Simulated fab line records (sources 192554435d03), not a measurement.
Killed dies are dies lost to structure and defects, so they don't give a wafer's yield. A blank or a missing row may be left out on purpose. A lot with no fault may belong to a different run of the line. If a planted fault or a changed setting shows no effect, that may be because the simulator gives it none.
Problem report, 8D (eight disciplines) form, completed by code ; flow n5 finfet ; the parts of the form that need people (team, actions taken, sign-off) are left out

## 1. THE ISSUE
Wafers without a fault read 819.2 W, standard deviation 2.4; rf fwd power W at N5_BEOL_M5_ETCH_72 reads a mean of 618.7 W on 2 wafers belonging to 2 lots. That puts it -84 standard deviations away from the usual mean.
The step: etches underlayer in N2/H2, target depth 6.5 nm, time 5.2 s.
Seen first at day 15 18:16 on rie diel-05, wafer L731.1. The record has a number at this step for 30 wafers belonging to 10 lots. Rule for "out" (also "out of limits"): further than 4 standard deviations from the usual mean. Any other wafer with a number is counted as sound.

## 2. WHAT THIS IS AND IS NOT
question;is;is not
which readings at this step;rf fwd power W, etch rf on time s, rf vpp V;drypump motor current A, showerhead plenum p Torr, throttle valve pct
which lots;L731, L732;L713, L714, L715, L719, L721, L722, L723, L724
which wafers of those lots;L731.1, L732.4;L731.4, L731.5, L732.3, L732.6
read on which tools;rie diel-05;rie diel-01, rie diel-06
when;from day 15 18:16;"up to then (26 sound wafers); but 2 sound wafers of L732 came after"

## 3. SUSPECTS, AND WHAT RULES EACH OUT
Counting: any tool at a process step up to the reading remains a suspect provided it ran every lot that is out. Sound lots after the first of them don't rule it out here, since some wafers of a struck lot are sound.
- rie diel-05 at N5_BEOL_M5_ETCH_72 (etches underlayer in N2/H2, target depth 6.5 nm, time 5.2 s): kept. It ran every lot that is out, first L731 (day 15 18:16); its last sound lot up to then is L721 (day 10 15:55). Its own etch rf on time s, rf fwd power W, rf vpp V readings are out on those wafers.
- rie diel-05, N5_BEOL_M5_ETCH_72: wafers that are out in chamber 3, sound lot-mates in chambers 0, 2.
After counting, what remains is rie diel-05 at N5_BEOL_M5_ETCH_72.

## 4. THE CAUSE (what the simulator had put in)
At N5_BEOL_M5_ETCH_72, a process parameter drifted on rie diel-05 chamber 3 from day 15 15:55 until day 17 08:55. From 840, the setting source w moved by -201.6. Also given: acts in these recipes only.
Only this tool survived the counting.

## 5. THE EFFECT CHAIN, in route order
One row per reading whose mean, taken over the struck wafers that have a number, lies over 3 standard deviations from the usual. Scope: only readings with a usual standard deviation given in the record; hours: median across lots of the time from each lot's start at the first step in this table that gives one to its start at this step; sigmas: change in usual standard deviations.
hours;step;reading;usual;on struck wafers;change;sigmas
0;N5_BEOL_M5_ETCH_72;etch rf on time s;5.23 s;6.88;+1.65;+7.2
0;N5_BEOL_M5_ETCH_72;rf fwd power W;819.2 W;618.7;-200.5;-84
0;N5_BEOL_M5_ETCH_72;rf vpp V;523.8 V;568.8;+45.0;+16
The process steps in it:
- N5_BEOL_M5_ETCH_72: etches underlayer in N2/H2, target depth 6.5 nm, time 5.2 s.

## 6. WHAT WOULD HAVE CAUGHT IT SOONER
2 hours passed between the start of the fault at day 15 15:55 and the first reading out of limits in this record, taken at day 15 18:16.
